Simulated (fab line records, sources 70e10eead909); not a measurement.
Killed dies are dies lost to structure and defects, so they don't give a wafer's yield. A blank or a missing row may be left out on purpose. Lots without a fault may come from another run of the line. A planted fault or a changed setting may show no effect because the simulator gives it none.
One fault seen from 2 desks | flow nand_harc | each desk has only its own numbers; what lay behind them comes last

THE METROLOGY DESK
What the gauges read, lot by lot, whatever tool the lot ran on: means of the sampled wafers that have a number. A lot is out of limits, marked OUT, if its mean lies more than 4 standard deviations from the usual mean; the brackets give that distance.
Columns: A = thk_nm at NHARC_A_BONDPAD_THK_MEAS_30, usual 199.8 nm
lot  | first seen here | A
L483 | day 23 13:48    | 200.4
L484 | day 23 19:25    | 199.8
L485 | day 24 09:01    | 200.4
L486 | day 24 09:50    | 201.0
L489 | day 26 03:02    | 199.8
L492 | day 27 05:47    | 198.5
L498 | day 29 03:43    | 200.4
L496 | day 29 22:44    | 197.2
L497 | day 30 02:05    | 199.6
L502 | day 31 01:52    | 201.5
L503 | day 32 01:29    | 198.9
L504 | day 32 22:08    | 197.5
L505 | day 33 17:17    | 200.4
This desk's finding: nothing out of limits on any of the 13 lots.

THE TOOL OWNER'S DESK: pvd_sputter-01
The tool's own readings at NHARC_A_M1_PVD_21 (deposits Cu, target thk 30 nm, time 20.49 s): means of the sampled wafers that have a number, for each lot that ran on this tool. A lot is out of limits, marked OUT, if its mean lies more than 4 standard deviations from the usual mean; the brackets give that distance.
Columns: A = throttle_valve_pct at NHARC_A_M1_PVD_21, usual 30.3 %
lot  | first seen here | A
L486 | day 24 07:08    | 30.6
L496 | day 29 20:05    | 30.5
This desk's finding: nothing out of limits on any of the 2 lots.

PUT TOGETHER
The metrology desk saw nothing out of limits.
The tool owner's desk saw nothing out of limits.

WHAT THE SIMULATOR HAD PUT IN
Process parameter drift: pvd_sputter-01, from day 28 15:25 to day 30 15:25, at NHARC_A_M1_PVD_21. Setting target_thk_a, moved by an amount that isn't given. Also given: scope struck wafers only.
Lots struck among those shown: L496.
